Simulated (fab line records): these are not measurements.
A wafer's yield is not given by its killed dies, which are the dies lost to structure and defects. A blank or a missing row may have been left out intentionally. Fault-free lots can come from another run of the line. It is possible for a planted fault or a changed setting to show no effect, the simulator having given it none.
Matching of chambers	flow n5_finfet	N5_BEOL_M6_STRIP_19 on rie_diel-04: 4 sister chambers
The step strips in O2. 16 wafers are shown with their chamber, then 8 later ones without.

## EACH WAFER AND ITS CHAMBER
wafer	chamber	showerhead_plenum_p_Torr (Torr)	drypump_motor_current_A (A)	oes_product_au (a.u.)
L080.1	3	2.12	5.4	0.80
L080.3	0	2.13	5.5	0.88
L080.4	2	2.14	5.7	0.91
L082.1	1	2.05	4.8	0.68
L082.2	2	2.14	5.6	0.90
L082.3	3	2.12	5.4	0.80
L082.4	0	2.13	5.5	0.88
L082.5	3	2.12	5.4	0.80
L082.6	2	2.14	5.6	0.90
L085.1	3	2.12	5.4	0.79
L085.2	0	2.12	5.4	0.87
L085.4	3	2.12	5.4	0.79
L086.1	0	2.12	5.5	0.87
L086.3	2	2.14	5.6	0.88
L086.4	3	2.12	5.4	0.79
L087.3	0	2.12	5.5	0.86

SIGNATURES (means of the wafers above)
reading	chamber 0	chamber 1	chamber 2	chamber 3	scatter within a chamber
showerhead_plenum_p_Torr	2.1240	2.0500	2.1400	2.1200	0.00316
drypump_motor_current_A	5.480	4.800	5.625	5.400	0.0359
oes_product_au	0.8720	0.6800	0.8975	0.7950	0.00868
Rule: for each reading, subtract the chamber's mean from the wafer's reading, divide by that reading's scatter and square the result; add these up over the readings and take the root, which gives the wafer's distance from the chamber. The wafer belongs to the nearest chamber; if the next one is less than 2 further off, it can't be placed. The scatter: take each reading less its chamber's mean, square it, sum over the shown wafers, divide by the number of wafers less the number of chambers, and take the root.

## WAFERS MISSING THEIR CHAMBER
wafer	showerhead_plenum_p_Torr (Torr)	drypump_motor_current_A (A)	oes_product_au (a.u.)
L087.5	2.05	4.7	0.98
L087.6	2.12	5.5	0.86
L092.1	2.11	5.4	0.77
L092.3	2.13	5.7	0.86
L092.6	2.13	5.7	0.85
L095.2	2.05	4.7	0.93
L095.3	2.13	5.6	0.85
L095.6	2.12	5.5	0.84

## WHICH CHAMBER EACH WENT THROUGH
wafer	from the rows above	in truth
L087.5	can't be placed: 0 or 1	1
L087.6	0	0
L092.1	3	3
L092.3	can't be placed: 2 or 0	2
L092.6	can't be placed: 2 or 0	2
L095.2	1	1
L095.3	can't be placed: 0 or 2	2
L095.6	can't be placed: 0 or 3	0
Correctly placed: 3 of 8. From these rows, 5 cannot be placed; in 5 the true chamber is one of the candidates. Placed wrongly: 0.
